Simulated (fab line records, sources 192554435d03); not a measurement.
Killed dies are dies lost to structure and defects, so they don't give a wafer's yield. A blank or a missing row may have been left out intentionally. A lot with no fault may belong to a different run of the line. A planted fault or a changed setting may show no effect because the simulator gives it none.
Split-lot experiment | flow n5-finfet | 7 lots, 21 wafers read, on a route of 1938 steps

THE SPLIT ITSELF
At N5_SD_EPI_P_EPI_21 (deposits SiGe:B, time 355 s), the setting epi-growth-time-s was moved away from the recipe's 355 s on 6 of the 21 wafers read, by -3.8% to +10.4%. All remaining wafers had this setting at the recipe value.

FROM THE SPLIT TO THE READING: what the file shows between them, 5 steps
- N5_SD_EPI_P_HM_STRIP_48: strips SiNx in H3PO4, material SiNx, target depth 3 nm
- N5_SD_EPI_P_SRD_49: time 30 s
- N5_SD_EPI_P_PRECLEAN_24: cleans in O3/DIW, time 45 s
- N5_SD_ACTIVATION_RTA_00: time 0 s
- N5_SD_ACTIVATION_LSA_01: time 0.0008 s

THE READING
At N5_SD_ACTIVATION_RS_MEAS_03, a four-point-probe measurement gives RS_SD_P in ohm/sq. A value of 56.0 ohm/sq with a standard deviation of 0.91 ohm/sq is what fault-free wafers of this fab line usually give.

wafer  | tool, chamber at the split | epi-growth-time-s as run, s | against the recipe | RS_SD_P, ohm/sq | against lot-mates on the recipe
L076.1 | epi-rpcvd-03, 0            | 355                         | recipe             | 56.8            | -
L076.2 | epi-rpcvd-03, 0            | 355                         | recipe             | 56.8            | -
L076.5 | epi-rpcvd-03, 0            | 355                         | recipe             | 57.7            | -
L077.2 | epi-rpcvd-01, 0            | 355                         | recipe             | 56.2            | -
L077.3 | epi-rpcvd-01, 0            | 355                         | recipe             | 56.3            | -
L077.4 | epi-rpcvd-01, 0            | 355                         | recipe             | 56.2            | -
L085.2 | epi-rpcvd-04, 0            | 392                         | +10.4%             | 53.7            | -5.0
L085.3 | epi-rpcvd-04, 0            | 392                         | +10.4%             | 53.8            | -4.9
L085.5 | epi-rpcvd-04, 0            | 355                         | recipe             | 58.7            | -
L089.1 | epi-rpcvd-03, 0            | 355                         | recipe             | 55.4            | -
L089.4 | epi-rpcvd-03, 0            | 355                         | recipe             | 55.5            | -
L089.5 | epi-rpcvd-03, 0            | 355                         | recipe             | 55.3            | -
L094.2 | epi-rpcvd-01, 0            | 341.6                       | -3.8%              | 56.3            | +0.4
L094.4 | epi-rpcvd-01, 0            | 355                         | recipe             | 55.9            | -
L094.6 | epi-rpcvd-01, 0            | 341.6                       | -3.8%              | 57.3            | +1.4
L096.2 | epi-rpcvd-01, 0            | 355                         | recipe             | 54.6            | -
L096.5 | epi-rpcvd-01, 0            | 355                         | recipe             | 54.7            | -
L096.6 | epi-rpcvd-01, 0            | 355                         | recipe             | 54.7            | -
L097.2 | epi-rpcvd-03, 0            | 355                         | recipe             | 57.1            | -
L097.4 | epi-rpcvd-03, 0            | 371.2                       | +4.6%              | 55.1            | -2.0
L097.5 | epi-rpcvd-03, 0            | 371.2                       | +4.6%              | 55.0            | -2.1

THE FIT
A straight line over all 21 wafers: RS_SD_P changes by -0.222 ohm/sq for each +1% of epi-growth-time-s; r = -0.63; the points scatter about the line by 1 ohm/sq.
The same after taking each lot's own level away (the mean of its wafers on the recipe; 21 wafers): -0.439 ohm/sq for each +1%; r = -0.98; scatter 0.34 ohm/sq.
That fit puts the effect of the largest move of epi-growth-time-s on the reading at 4.6 ohm/sq.
The lots' own levels span 54.67 to 58.70 ohm/sq, that is 4.4 times the standard deviation above.
So the lot-to-lot level blurs the effect unless lot-mates are compared.
Check: for one of the wafers moved furthest among these (+10.4%), held out of the fit, the line's prediction against its lot-mates is -4.5 ohm/sq. Against them it came out at -5 ohm/sq.

FURTHER SPLITS ON THESE WAFERS
These wafers also went through other splits before the reading. Each is held against what the fit with the lots' levels taken away leaves over:
other split on the same wafers     | wafers away from the commonest value | r with RS_SD_P (lot level and that fit taken away)
N5_FIN_SAQP_COAT_49 spin-rpm       | 8                                    | +0.17
N5_FIN_SAQP_EXPOSE_13 dose-mj      | 7                                    | +0.37
N5_FIN_SAQP_FIN_ETCH_36 bias-w     | 6                                    | +0.04
N5_FIN_CUT_COAT_19 spin-rpm        | 6                                    | -0.47
N5_DUMMY_GATE_HM_DEP_06 time-s     | 12                                   | -0.01
N5_DUMMY_GATE_COAT_28 spin-rpm     | 8                                    | -0.18
N5_SD_EPI_N_ETCH_16 target-depth-a | 8                                    | -0.06
N5_SD_EPI_N_EPI_21 temp-c          | 6                                    | +0.14

THE WHOLE CHAIN: every reading that the file lists as answering this split, in the file's order
step                        | what it does                                           | reading                                                                           | change (the file's fit)               | r (the file's)
N5_SD_EPI_P_EPI_21          | deposits SiGe:B, time 355 s                            | SiGe-B_of_SD_EPI_P_EPI_21.thk-nm (the simulator's own value, which no gauge read) | +0.467 nm for each +1% of the setting | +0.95
N5_SD_EPI_P_HM_STRIP_48     | strips SiNx in H3PO4, material SiNx, target depth 3 nm | SiGe-B_of_SD_EPI_P_EPI_21.thk-nm (the simulator's own value, which no gauge read) | +0.452 nm for each +1% of the setting | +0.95
N5_SD_ACTIVATION_RS_MEAS_03 | measures by four-point-probe                           | RS_SD_P                                                                           | -0.445 for each +1% of the setting    | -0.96

THE FILE'S OWN FIT
RS_SD_P changes by -0.445 ohm/sq for each +1% of epi-growth-time-s, r = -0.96.
